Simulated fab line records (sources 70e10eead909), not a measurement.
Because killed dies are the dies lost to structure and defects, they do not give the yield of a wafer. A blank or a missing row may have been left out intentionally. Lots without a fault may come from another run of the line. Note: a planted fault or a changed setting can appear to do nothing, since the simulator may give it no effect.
8D (eight disciplines) problem report, filled in by code || flow nand harc || the parts of the form that need people (team, actions taken, sign-off) are left out

== 1. PROBLEM STATEMENT ==
bow nm at NHARC_A_CHANNEL_HOLE_D1_XSEM_31 reads a mean of 11.8 nm on 4 wafers of 3 lots; wafers without a fault read 8.7 nm with a standard deviation of 0.33. Measured from the usual mean, that is +9.5 standard deviations.
The first sign was on wafer L399.3 at day 12 12:59, on xsem-01. The record has a number at this step for 32 wafers belonging to 12 lots. Rule for "out", or "out of limits": more than 4 standard deviations from the usual mean. Any other wafer with a number is counted as sound.

== 2. WHAT IT IS AND WHAT IT IS NOT ==
{"question": "which readings at this step", "is": "bow nm", "is not": "bot cd nm"}
{"question": "which lots", "is": "L399, L402, L404", "is not": "L388, L389, L390, L391, L394, L395, L405, L407, L408"}
{"question": "which wafers of those lots", "is": "L399.3, L402.4, L402.6, L404.2", "is not": "L402.2"}
{"question": "read on which tools", "is": "xsem-01, xsem-02", "is not": "-"}
{"question": "when", "is": "from day 12 12:59", "is not": "up to then (18 sound wafers); but 10 sound wafers of L402, L405, L407, L408 came after"}

== 3. WHAT RULES OUT EACH SUSPECT ==
Counting: a tool at a process step up to the reading stays a suspect if it ran every lot that is out. Sound lots after the first of them don't rule it out here, since some wafers of a struck lot are sound.
- har etch-01 at NHARC_A_CHANNEL_HOLE_D1_ETCH_20 (etches the open film in C4F8/O2/Ar, time 361.9 s, target depth 1600 nm): kept. It ran every lot that is out, first L399 (day 12 07:39); its last sound lot up to then is L395 (day 10 17:01).
- har etch-01 at NHARC_A_CHANNEL_HOLE_D1_ETCH_22 (etches the open film in C4F8/O2/Ar, time 666.7 s, target depth 1600 nm): kept. It ran every lot that is out, first L399 (day 12 08:32); its last sound lot up to then is L395 (day 10 17:46).
- har etch-01 at NHARC_A_CHANNEL_HOLE_D1_ETCH_33 (etches the open film in C4F8/O2/Ar, time 90 s, target depth 400 nm): kept. It ran every lot that is out, first L399 (day 12 11:26); its last sound lot up to then is L395 (day 10 20:54).
- The sound lot-mates ran in chamber 0 of har etch-01 at NHARC_A_CHANNEL_HOLE_D1_ETCH_20, but the wafers that are out ran in chamber 1.
- The sound lot-mates ran in chamber 0 of har etch-01 at NHARC_A_CHANNEL_HOLE_D1_ETCH_22, but the wafers that are out ran in chamber 1.
- The sound lot-mates ran in chamber 0 of har etch-01 at NHARC_A_CHANNEL_HOLE_D1_ETCH_33, but the wafers that are out ran in chamber 1.
The count leaves har etch-01 at NHARC_A_CHANNEL_HOLE_D1_ETCH_20, har etch-01 at NHARC_A_CHANNEL_HOLE_D1_ETCH_22, and har etch-01 at NHARC_A_CHANNEL_HOLE_D1_ETCH_33.

== 4. THE CAUSE (what the simulator had put in) ==
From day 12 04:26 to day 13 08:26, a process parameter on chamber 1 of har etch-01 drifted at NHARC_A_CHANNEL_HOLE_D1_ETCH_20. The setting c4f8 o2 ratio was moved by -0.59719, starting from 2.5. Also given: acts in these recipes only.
After counting, 3 suspects remain, this tool included.

== 5. SEQUENCE OF EFFECTS, ordered by route ==
One row per reading whose mean, taken over the struck wafers that have a number, lies over 3 standard deviations from the usual. Scope: only readings with a usual standard deviation given in the record; hours: median across lots of the time from each lot's start at the first step in this table that gives one to its start at this step; sigmas: change in usual standard deviations.
{"hours": 0, "step": "NHARC_A_CHANNEL_HOLE_D1_XSEM_31", "reading": "bow nm", "usual": "8.7 nm", "on struck wafers": 11.8, "change": "+3.1", "sigmas": "+9.5"}
It contains these process steps:
- NHARC_A_CHANNEL_HOLE_D1_XSEM_31
At these later measuring or inspecting steps, every struck wafer for which the step has a row has a number for every such reading, and none has moved that far: NHARC_END_SORT_01.

== 6. HOW IT WOULD HAVE BEEN CAUGHT EARLIER ==
The fault began at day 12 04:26; the first out-of-limits reading in this record came at day 12 12:59, 9 hours later.
An alarm limit of 4 standard deviations would not have fired on the tool readings at NHARC_A_CHANNEL_HOLE_D1_ETCH_20 for which the record gives a usual standard deviation, since none of them was out on any struck wafer.
Among the 3 lots that are out, L404 began NHARC_A_CHANNEL_HOLE_D1_ETCH_20 on har etch-01 after day 12 12:59. A hold on the tool at that time would have spared it.
